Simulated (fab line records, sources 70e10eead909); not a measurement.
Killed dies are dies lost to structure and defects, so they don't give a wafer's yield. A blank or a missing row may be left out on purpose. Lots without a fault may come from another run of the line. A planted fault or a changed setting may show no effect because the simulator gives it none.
Chamber matching | flow nand_harc | NHARC_A_STAIRCASE_CMP_450 on cmp-02: 4 sister chambers
The step polishes SiO2, target thk 200 nm. 8 wafers are shown with their chamber, then 8 later ones without.

WAFERS WITH THEIR CHAMBER
wafer  | chamber | motor_current_A (A)
L079.2 | 0       | 11.2
L079.5 | 1       | 12.6
L084.2 | 0       | 11.4
L084.6 | 3       | 11.5
L087.1 | 2       | 11.2
L087.4 | 3       | 11.5
L087.6 | 2       | 11.0
L090.2 | 1       | 13.0

WAFERS WITHOUT THEIR CHAMBER
wafer  | motor_current_A (A)
L090.3 | 11.8
L090.5 | 11.7
L096.1 | 10.8
L096.3 | 11.7
L096.6 | 12.0
L095.3 | 11.9
L095.4 | 10.7
L095.6 | 11.3

WHICH CHAMBER EACH WENT THROUGH
wafer  | from the rows above          | in truth
L090.3 | can't be placed: 3 or 0      | 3
L090.5 | can't be placed: 3 or 0      | 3
L096.1 | can't be placed: 2 or 0      | 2
L096.3 | can't be placed: 3 or 0      | 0
L096.6 | can't be placed: 3 or 0 or 1 | 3
L095.3 | can't be placed: 3 or 0      | 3
L095.4 | can't be placed: 2 or 0      | 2
L095.6 | can't be placed: 0 or 3 or 2 | 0
Placed correctly: 0 of 8. Can't be placed from these rows: 8 (the true chamber is among the candidates in 8). Placed wrongly: 0.
How it was worked out, from the rows above alone: a wafer's distance from a chamber is the root of the sum, over the readings, of the square of ((its reading less the chamber's mean) divided by the reading's scatter). The wafer belongs to the nearest chamber; if the next one is less than 2 further off, it can't be placed. A chamber's mean is the mean of its shown wafers. The scatter: the root of (the sum of the squares of (reading less its chamber's mean) over the shown wafers, divided by (wafers less chambers)).
